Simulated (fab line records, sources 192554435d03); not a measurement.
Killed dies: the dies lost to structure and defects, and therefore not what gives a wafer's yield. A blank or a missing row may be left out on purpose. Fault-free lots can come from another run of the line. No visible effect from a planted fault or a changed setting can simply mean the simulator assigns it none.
Split-lot study || flow n5_finfet || route with 1938 steps; 7 lots, 21 wafers read

## ABOUT THE SPLIT
At N5_BEOL_M4_ETCH_64 (etches SOC in N2/H2, target depth 75 nm, overetch 22.5 nm, time 121.9 s), the setting time_s was moved away from the recipe's 121.9 s on 6 of the 21 wafers read, by -7.8% to +16.2%. The other wafers ran this setting at the recipe's value.

The reading comes from the split's own step.

## THE READING
SiARC_of_BEOL_M4_COAT_62.thk_nm (the simulator's own value, which no gauge read), in nm, at N5_BEOL_M4_ETCH_64 (etches SOC in N2/H2, target depth 75 nm, overetch 22.5 nm, time 121.9 s). There is no usual value for it anywhere in the file. Average 6.4 nm, standard deviation 0.05 nm, over the 15 wafers here run with the recipe.

{"wafer": "L074.1", "tool, chamber at the split": "rie_diel-04, 1", "time_s as run, s": 121.9, "against the recipe": "recipe", "SiARC_of_BEOL_M4_COAT_62.thk_nm, nm": 6.2, "against lot-mates on the recipe": "-"}
{"wafer": "L074.5", "tool, chamber at the split": "rie_diel-04, 2", "time_s as run, s": 135.1, "against the recipe": "+10.8%", "SiARC_of_BEOL_M4_COAT_62.thk_nm, nm": 5.8, "against lot-mates on the recipe": -0.4}
{"wafer": "L074.6", "tool, chamber at the split": "rie_diel-04, 3", "time_s as run, s": 135.1, "against the recipe": "+10.8%", "SiARC_of_BEOL_M4_COAT_62.thk_nm, nm": 5.6, "against lot-mates on the recipe": -0.6}
{"wafer": "L077.1", "tool, chamber at the split": "rie_diel-05, 0,3", "time_s as run, s": 121.9, "against the recipe": "recipe", "SiARC_of_BEOL_M4_COAT_62.thk_nm, nm": 6.4, "against lot-mates on the recipe": "-"}
{"wafer": "L077.2", "tool, chamber at the split": "rie_diel-05, 0,3", "time_s as run, s": 121.9, "against the recipe": "recipe", "SiARC_of_BEOL_M4_COAT_62.thk_nm, nm": 6.4, "against lot-mates on the recipe": "-"}
{"wafer": "L077.3", "tool, chamber at the split": "rie_diel-05, 2", "time_s as run, s": 141.7, "against the recipe": "+16.2%", "SiARC_of_BEOL_M4_COAT_62.thk_nm, nm": 5.6, "against lot-mates on the recipe": -0.8}
{"wafer": "L082.1", "tool, chamber at the split": "rie_diel-05, 3,2,1", "time_s as run, s": 121.9, "against the recipe": "recipe", "SiARC_of_BEOL_M4_COAT_62.thk_nm, nm": 6.4, "against lot-mates on the recipe": "-"}
{"wafer": "L082.4", "tool, chamber at the split": "rie_diel-05, 3,2,1", "time_s as run, s": 121.9, "against the recipe": "recipe", "SiARC_of_BEOL_M4_COAT_62.thk_nm, nm": 6.4, "against lot-mates on the recipe": "-"}
{"wafer": "L082.5", "tool, chamber at the split": "rie_diel-05, 3,2,1", "time_s as run, s": 121.9, "against the recipe": "recipe", "SiARC_of_BEOL_M4_COAT_62.thk_nm, nm": 6.4, "against lot-mates on the recipe": "-"}
{"wafer": "L083.3", "tool, chamber at the split": "rie_diel-04, 0", "time_s as run, s": 112.4, "against the recipe": "-7.8%", "SiARC_of_BEOL_M4_COAT_62.thk_nm, nm": 6.8, "against lot-mates on the recipe": "+0.4"}
{"wafer": "L083.4", "tool, chamber at the split": "rie_diel-04, 3,2", "time_s as run, s": 121.9, "against the recipe": "recipe", "SiARC_of_BEOL_M4_COAT_62.thk_nm, nm": 6.4, "against lot-mates on the recipe": "-"}
{"wafer": "L083.6", "tool, chamber at the split": "rie_diel-04, 3,2", "time_s as run, s": 121.9, "against the recipe": "recipe", "SiARC_of_BEOL_M4_COAT_62.thk_nm, nm": 6.4, "against lot-mates on the recipe": "-"}
{"wafer": "L091.1", "tool, chamber at the split": "rie_diel-05, 3,0,2", "time_s as run, s": 121.9, "against the recipe": "recipe", "SiARC_of_BEOL_M4_COAT_62.thk_nm, nm": 6.4, "against lot-mates on the recipe": "-"}
{"wafer": "L091.2", "tool, chamber at the split": "rie_diel-05, 3,0,2", "time_s as run, s": 121.9, "against the recipe": "recipe", "SiARC_of_BEOL_M4_COAT_62.thk_nm, nm": 6.4, "against lot-mates on the recipe": "-"}
{"wafer": "L091.4", "tool, chamber at the split": "rie_diel-05, 3,0,2", "time_s as run, s": 121.9, "against the recipe": "recipe", "SiARC_of_BEOL_M4_COAT_62.thk_nm, nm": 6.4, "against lot-mates on the recipe": "-"}
{"wafer": "L092.2", "tool, chamber at the split": "rie_diel-01, 2,3,0", "time_s as run, s": 121.9, "against the recipe": "recipe", "SiARC_of_BEOL_M4_COAT_62.thk_nm, nm": 6.4, "against lot-mates on the recipe": "-"}
{"wafer": "L092.5", "tool, chamber at the split": "rie_diel-01, 2,3,0", "time_s as run, s": 121.9, "against the recipe": "recipe", "SiARC_of_BEOL_M4_COAT_62.thk_nm, nm": 6.4, "against lot-mates on the recipe": "-"}
{"wafer": "L092.6", "tool, chamber at the split": "rie_diel-01, 2,3,0", "time_s as run, s": 121.9, "against the recipe": "recipe", "SiARC_of_BEOL_M4_COAT_62.thk_nm, nm": 6.4, "against lot-mates on the recipe": "-"}
{"wafer": "L094.1", "tool, chamber at the split": "rie_diel-01, 2", "time_s as run, s": 136.8, "against the recipe": "+12.2%", "SiARC_of_BEOL_M4_COAT_62.thk_nm, nm": 5.8, "against lot-mates on the recipe": -0.6}
{"wafer": "L094.3", "tool, chamber at the split": "rie_diel-01, 1", "time_s as run, s": 121.9, "against the recipe": "recipe", "SiARC_of_BEOL_M4_COAT_62.thk_nm, nm": 6.4, "against lot-mates on the recipe": "-"}
{"wafer": "L094.5", "tool, chamber at the split": "rie_diel-01, 1", "time_s as run, s": 136.8, "against the recipe": "+12.2%", "SiARC_of_BEOL_M4_COAT_62.thk_nm, nm": 5.6, "against lot-mates on the recipe": -0.8}
When a row names more than one chamber, that row covers several wafers, and the file does not tell which wafer ran in which chamber.

THE FIT
A straight line over all 21 wafers: SiARC_of_BEOL_M4_COAT_62.thk_nm changes by -0.0552 nm for each +1% of time_s; r = -0.98; the points scatter about the line by 0.074 nm.
The same after taking each lot's own level away (the mean of its wafers on the recipe; 21 wafers): -0.0514 nm for each +1%; r = -0.99; scatter 0.055 nm.
According to that fit, moving time_s by its largest amount changes the reading by 0.83 nm.
Measured against the standard deviation above, the lots' own levels, which go from 6.20 to 6.40 nm, span 4.0 times it.
Hence the lot-to-lot level has little effect on the slope; both slopes agree.
Check: for one of the wafers moved furthest among these (+16.2%), held out of the fit, the line's prediction against its lot-mates is -0.849 nm. It came out at -0.8 nm against them.

## OTHER SPLITS ON THESE WAFERS
Note: prior to the reading, these wafers also went through further splits. Each is held against what the fit with the lots' levels taken away leaves over:
{"other split on the same wafers": "N5_BEOL_M2_COAT_05 spin_rpm", "wafers away from the commonest value": 6, "r with SiARC_of_BEOL_M4_COAT_62.thk_nm (lot level and that fit taken away)": "+0.33"}
{"other split on the same wafers": "N5_BEOL_M2_DEP_57 time_s", "wafers away from the commonest value": 4, "r with SiARC_of_BEOL_M4_COAT_62.thk_nm (lot level and that fit taken away)": "+0.10"}
{"other split on the same wafers": "N5_BEOL_M3_ILD_DEP_00 time_s", "wafers away from the commonest value": 6, "r with SiARC_of_BEOL_M4_COAT_62.thk_nm (lot level and that fit taken away)": -0.09}
{"other split on the same wafers": "N5_BEOL_M3_TRENCH_ETCH_37 bias_w", "wafers away from the commonest value": 9, "r with SiARC_of_BEOL_M4_COAT_62.thk_nm (lot level and that fit taken away)": "+0.16"}
{"other split on the same wafers": "N5_BEOL_M4_DESCUM_16 time_s", "wafers away from the commonest value": 10, "r with SiARC_of_BEOL_M4_COAT_62.thk_nm (lot level and that fit taken away)": "+0.19"}

## FILE'S OWN FIT
SiARC_of_BEOL_M4_COAT_62.thk_nm changes by -0.0509 nm for each +1% of time_s, r = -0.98.
